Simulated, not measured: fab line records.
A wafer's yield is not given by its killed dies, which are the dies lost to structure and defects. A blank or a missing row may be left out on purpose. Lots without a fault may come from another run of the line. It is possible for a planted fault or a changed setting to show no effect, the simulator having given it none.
Struck lot and sound lot, side by side || flow nand-harc || 36 out of 1302 route steps
Sound: wafers L648.2, L648.3, L648.6. Wafers L655.2, L655.5, L655.6 were the ones struck. The cause is named last.
At each step with rows: each side's tool, then ch and its chambers, then its first start. Under that, the readings that differ: sound wafers || struck wafers || difference of the means || sigmas: that difference in standard deviations of wafers without a fault.
alike: words and numbers the same on both sides, and readings whose means are apart by under 2 such deviations; not compared: readings that were withheld, readings missing a value for some wafer, numbers with overlapping values and no deviation given by the record, and bounds like >300 which may hide the same value.
A row with sigmas, a row that says differs or no value, or rows on one side alone: a step with any of these is where the two part. Non-overlapping numbers with no deviation appear without sigmas and do not part them. A reading that every wafer of one side lacks parts them only if that side has two wafers or more.

NHARC_A_ONON_D1_INSPECT_32:
  struck on defect-inspect-02, day 12 19:32; sound on defect-inspect-01, day 9 23:26
  alike: raw-defect-count
then, 10 steps without rows for these wafers: NHARC_A_CHANNEL_HOLE_D1_DEP_00 (deposits aC, target thk 3100 nm); NHARC_A_CHANNEL_HOLE_D1_DEP_01 (deposits SiON, target thk 140 nm); NHARC_A_CHANNEL_HOLE_D1_DEHYDRATE_02 (time 120 s); NHARC_A_CHANNEL_HOLE_D1_HMDS_03 (time 30 s); NHARC_A_CHANNEL_HOLE_D1_COAT_36 (time 75 s); NHARC_A_CHANNEL_HOLE_D1_COAT_37 (time 65 s); NHARC_A_CHANNEL_HOLE_D1_COAT_04 (resist thk 90 nm); NHARC_A_CHANNEL_HOLE_D1_SOFTBAKE_05 (time 55 s); NHARC_A_CHANNEL_HOLE_D1_EBR_06; NHARC_A_CHANNEL_HOLE_D1_EXPOSE_07 (exposes mask HOLE D1, target cd 100 nm).
NHARC_A_CHANNEL_HOLE_D1_PEB_08: peb time 65 s.
  sound on litho-track-01 ch 0, day 10 03:03; struck on litho-track-01 ch 0, day 13 01:00
  alike: heater-power-total-W
then, 1 step without rows for these wafers: NHARC_A_CHANNEL_HOLE_D1_DEVELOP_09 (develop time 35 s).
NHARC_A_CHANNEL_HOLE_D1_CD_MEAS_10: the cd target is 100 nm.
  sound on cd-sem-02 ch 0, day 10 03:08; struck on cd-sem-01 ch 0, day 13 01:05
{"reading": "cd-nm (nm)", "sound": "100.0 99.7 100.2", "struck": "102.6 103.0 102.3", "difference": "+2.7", "sigmas": "+4"}
NHARC_A_CHANNEL_HOLE_D1_OVL_MEAS_11:
  struck on overlay-01, day 13 01:10; sound on overlay-02, day 10 03:13
{"reading": "overlay-x-nm (nm)", "sound": "1.4 0.9 0.5", "struck": "-1.2 -0.8 -1.2", "difference": -2.0, "sigmas": -2}
  alike: overlay-y-nm
NHARC_A_CHANNEL_HOLE_D1_INSPECT_12:
  struck on defect-inspect-02, day 13 01:13; sound on defect-inspect-02, day 10 03:15
  alike: raw-defect-count
NHARC_A_CHANNEL_HOLE_D1_DESCUM_15: chemistry O2, time 3 s.
  sound on rie-diel-01 ch 1,2,3, day 10 03:19; struck on rie-diel-01 ch 1,2,3, day 13 01:17
{"reading": "model.A_CHANNEL_HOLE_D1.cd-nm (nm)", "sound": "100.5 99.56 99.31", "struck": "102.5 102.5 102.3", "difference": "+2.6", "sigmas": ""}
  alike: drypump-motor-current-A, oes-product-au, rf-vpp-V, showerhead-plenum-p-Torr, throttle-valve-pct
  not compared: rf-hours-counter-h
NHARC_A_CHANNEL_HOLE_D1_ETCH_38: etches the open film in CF4, target depth 39 nm, time 65 s.
  sound on rie-diel-01 ch 0,1, day 10 03:24; struck on rie-diel-01 ch 0,1,3, day 13 01:22
  alike: drypump-motor-current-A, oes-product-au, rf-vpp-V, showerhead-plenum-p-Torr, throttle-valve-pct
  not compared: rf-hours-counter-h
then, 3 steps without rows for these wafers: NHARC_A_CHANNEL_HOLE_D1_ETCH_39 (etches the open film in N2/H2, target depth 260 nm, time 325 s); NHARC_A_CHANNEL_HOLE_D1_ETCH_34 (etches the open film in CF4/CHF3, target depth 154 nm, time 77 s); NHARC_A_CHANNEL_HOLE_D1_ETCH_16 (etches the open film in O2/COS, target depth 3100 nm, time 806 s).
NHARC_A_CHANNEL_HOLE_D1_CD_MEAS_18:
  struck on cd-sem-02, day 13 02:22; sound on cd-sem-03, day 10 04:25
  alike: cd-nm
then, 2 steps without rows for these wafers: NHARC_A_CHANNEL_HOLE_D1_ETCH_19 (etches the open film in C4F8/O2/Ar, time 34.5 s); NHARC_A_CHANNEL_HOLE_D1_ETCH_20 (etches the open film in C4F8/O2/Ar, time 361.9 s, target depth 1600 nm).
NHARC_A_CHANNEL_HOLE_D1_ETCH_21: etches the open film in C4F8/O2/Ar, time 514.3 s, target depth 1600 nm.
  sound on har-etch-02 ch 0,1, day 10 04:55; struck on har-etch-02 ch 0,1, day 13 07:21
  alike: drypump-motor-current-A, showerhead-plenum-p-Torr, throttle-valve-pct
  not compared: rf-hours-counter-h
NHARC_A_CHANNEL_HOLE_D1_ETCH_22: etches the open film in C4F8/O2/Ar, time 666.7 s, target depth 1600 nm.
  sound on har-etch-02 ch 0,1, day 10 05:22; struck on har-etch-02 ch 0,1, day 13 07:48
  alike: drypump-motor-current-A, showerhead-plenum-p-Torr, throttle-valve-pct
  not compared: rf-hours-counter-h
then, 1 step without rows for these wafers: NHARC_A_CHANNEL_HOLE_D1_ETCH_23 (etches the open film in C4F8/O2/Ar, time 819 s, target depth 1600 nm).
NHARC_A_CHANNEL_HOLE_D1_ETCH_24: etches the open film in C4F8/O2/Ar, time 906.2 s, target depth 1500 nm.
  sound on har-etch-02 ch 0,1, day 10 06:37; struck on har-etch-02 ch 0,1, day 13 09:04
  alike: drypump-motor-current-A, showerhead-plenum-p-Torr, throttle-valve-pct
  not compared: rf-hours-counter-h
then, 2 steps without rows for these wafers: NHARC_A_CHANNEL_HOLE_D1_ETCH_25 (etches the open film in C4F8/O2/Ar, time 1040.2 s, target depth 1500 nm); NHARC_A_CHANNEL_HOLE_D1_ETCH_26 (etches the open film in C4F8/O2/Ar, time 224.1 s, target depth 300 nm).
NHARC_A_CHANNEL_HOLE_D1_ETCH_33: etches the open film in C4F8/O2/Ar, time 90 s, target depth 400 nm.
  sound on har-etch-02 ch 0,1, day 10 08:29; struck on har-etch-02 ch 0,1, day 13 10:55
  alike: bias-v, drypump-motor-current-A, showerhead-plenum-p-Torr, throttle-valve-pct
  not compared: rf-hours-counter-h
then, 3 steps without rows for these wafers: NHARC_A_CHANNEL_HOLE_D1_STRIP_41 (strips in N2/H2); NHARC_A_CHANNEL_HOLE_D1_STRIP_42 (strips in CF4/CHF3); NHARC_A_CHANNEL_HOLE_D1_STRIP_43 (strips in O2/COS).
NHARC_A_CHANNEL_HOLE_D1_ETCH_44: etches the open film in CF4/O2, target depth 140 nm, overetch 14 nm, time 77 s.
  sound on rie-diel-01 ch 2,3, day 10 09:13; struck on rie-diel-01 ch 0,2,3, day 13 11:40
{"reading": "model.A_CHANNEL_HOLE_D1.cd-nm (nm)", "sound": "89.94 90 88.6", "struck": "93.37 93.52 92.98", "difference": "+3.78", "sigmas": ""}
  alike: drypump-motor-current-A, oes-product-au, rf-vpp-V, showerhead-plenum-p-Torr, throttle-valve-pct
  not compared: rf-hours-counter-h
then, 1 step without rows for these wafers: NHARC_A_CHANNEL_HOLE_D1_STRIP_27 (strips in O2).

== WHERE THEY PART ==
Earliest at NHARC_A_CHANNEL_HOLE_D1_CD_MEAS_10; latest, in this record, at NHARC_A_CHANNEL_HOLE_D1_OVL_MEAS_11. Later steps at which nothing parts them and some readings are alike: NHARC_A_CHANNEL_HOLE_D1_INSPECT_12, NHARC_A_CHANNEL_HOLE_D1_DESCUM_15, NHARC_A_CHANNEL_HOLE_D1_ETCH_38, NHARC_A_CHANNEL_HOLE_D1_CD_MEAS_18, NHARC_A_CHANNEL_HOLE_D1_ETCH_21, NHARC_A_CHANNEL_HOLE_D1_ETCH_22, NHARC_A_CHANNEL_HOLE_D1_ETCH_24, NHARC_A_CHANNEL_HOLE_D1_ETCH_33, NHARC_A_CHANNEL_HOLE_D1_ETCH_44.

WHY: whatever the simulator had introduced
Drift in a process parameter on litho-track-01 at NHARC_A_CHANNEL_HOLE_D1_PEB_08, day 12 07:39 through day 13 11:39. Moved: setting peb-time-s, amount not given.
